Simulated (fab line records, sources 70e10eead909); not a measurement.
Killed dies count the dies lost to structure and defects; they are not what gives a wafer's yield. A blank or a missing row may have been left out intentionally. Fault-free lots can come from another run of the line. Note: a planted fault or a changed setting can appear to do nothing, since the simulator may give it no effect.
Chamber matching	flow nand harc	pecvd-04 running NHARC_THIN_TSV_DEP_47: 3 sister chambers
The step deposits SiO2, target thk 200 nm. 6 wafers are shown with their chamber, then 7 later ones without.

WAFERS PAIRED WITH THEIR CHAMBERS
wafer	chamber	throttle valve pct (%)	rf fwd power W (W)
L358.1	0	15.7	900.6
L360.2	0	15.1	896.9
L362.5	2	16.1	896.1
L362.6	1	15.5	897.6
L364.1	1	15.8	898.4
L364.5	2	16.2	895.0

WAFERS WHOSE CHAMBER IS MISSING
wafer	throttle valve pct (%)	rf fwd power W (W)
L364.6	15.6	896.6
L369.1	15.7	894.2
L369.5	16.1	894.9
L369.6	15.6	895.8
L374.2	15.8	893.6
L374.4	16.2	898.0
L374.5	15.7	898.7

THE CHAMBER EACH PASSED THROUGH
wafer	from the rows above	in truth
L364.6	can't be placed: 1 or 0 or 2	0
L369.1	can't be placed: 2 or 1 or 0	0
L369.5	2	2
L369.6	can't be placed: 1 or 0 or 2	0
L374.2	can't be placed: 2 or 1 or 0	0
L374.4	can't be placed: 2 or 1 or 0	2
L374.5	can't be placed: 1 or 0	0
Correctly placed: 1 of 7. Can't be placed from these rows: 6 (the true chamber is among the candidates in 6). Wrongly placed: 0.
How it was worked out, from the rows above alone: a wafer's distance from a chamber is the root of the sum, over the readings, of the square of ((its reading less the chamber's mean) divided by the reading's scatter). The wafer belongs to the nearest chamber; if the next one is less than 2 further off, it can't be placed. The mean given for a chamber averages the wafers shown for that chamber. The scatter: the root of (the sum of the squares of (reading less its chamber's mean) over the shown wafers, divided by (wafers less chambers)).
